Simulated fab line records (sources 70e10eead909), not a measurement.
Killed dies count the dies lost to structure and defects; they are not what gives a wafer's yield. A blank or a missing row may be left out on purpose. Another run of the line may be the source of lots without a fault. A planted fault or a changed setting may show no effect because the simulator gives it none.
Chamber matching | flow nand_harc | rie_diel-03 running NHARC_P_GATE_ETCH_104: 4 sister chambers
The step etches the open film in CF4/CHF3, target depth 60 nm. 16 wafers are shown with their chamber, then 8 later ones without.

## WAFERS, EACH WITH ITS CHAMBER
wafer  | chamber | showerhead_plenum_p_Torr (Torr) | drypump_motor_current_A (A) | rf_vpp_V (V)
L513.1 | 2       | 1.68                            | 5.5                         | 373.2
L513.3 | 1       | 1.51                            | 5.7                         | 369.0
L513.4 | 0       | 1.55                            | 6.4                         | 369.6
L516.1 | 0       | 1.55                            | 6.4                         | 369.8
L516.5 | 1       | 1.51                            | 5.7                         | 368.1
L516.6 | 0       | 1.55                            | 6.4                         | 370.0
L518.1 | 0       | 1.55                            | 6.4                         | 370.4
L518.3 | 3       | 1.59                            | 5.8                         | 371.6
L518.5 | 2       | 1.68                            | 5.6                         | 373.6
L526.2 | 1       | 1.51                            | 5.7                         | 369.3
L526.4 | 0       | 1.55                            | 6.4                         | 371.0
L526.5 | 3       | 1.59                            | 5.8                         | 370.6
L527.3 | 2       | 1.68                            | 5.6                         | 374.1
L527.5 | 1       | 1.50                            | 5.7                         | 367.1
L527.6 | 0       | 1.55                            | 6.4                         | 370.1
L528.1 | 2       | 1.68                            | 5.6                         | 375.2

SIGNATURES (means of the wafers above)
reading                  | chamber 0 | chamber 1 | chamber 2 | chamber 3 | scatter within a chamber
showerhead_plenum_p_Torr | 1.5500    | 1.5075    | 1.6800    | 1.5900    | 0.0025
drypump_motor_current_A  | 6.400     | 5.700     | 5.575     | 5.800     | 0.025
rf_vpp_V                 | 370.150   | 368.375   | 374.025   | 371.100   | 0.76
Rule: a wafer lies at a distance from a chamber equal to the root of the sum of squares, over the readings, of (its reading less the chamber's mean, divided by the reading's scatter). The wafer belongs to the nearest chamber; if the next one is less than 2 further off, it can't be placed. The scatter: take each reading less its chamber's mean, square it, sum over the shown wafers, divide by the number of wafers less the number of chambers, and take the root.

## WAFERS MISSING THEIR CHAMBER
wafer  | showerhead_plenum_p_Torr (Torr) | drypump_motor_current_A (A) | rf_vpp_V (V)
L528.4 | 1.59                            | 5.8                         | 370.8
L528.6 | 1.59                            | 5.8                         | 371.1
L529.1 | 1.68                            | 5.5                         | 375.2
L529.3 | 1.55                            | 6.4                         | 370.4
L529.6 | 1.55                            | 6.4                         | 370.1
L532.1 | 1.68                            | 5.6                         | 376.1
L532.3 | 1.50                            | 5.7                         | 369.6
L532.5 | 1.50                            | 5.7                         | 368.9

## WHICH CHAMBER EACH WENT THROUGH
wafer  | from the rows above | in truth
L528.4 | 3                   | 3
L528.6 | 3                   | 3
L529.1 | 2                   | 2
L529.3 | 0                   | 0
L529.6 | 0                   | 0
L532.1 | 2                   | 2
L532.3 | 1                   | 1
L532.5 | 1                   | 1
Correct placement for 8 of the 8. Can't be placed from these rows: 0. 0 placed wrongly.
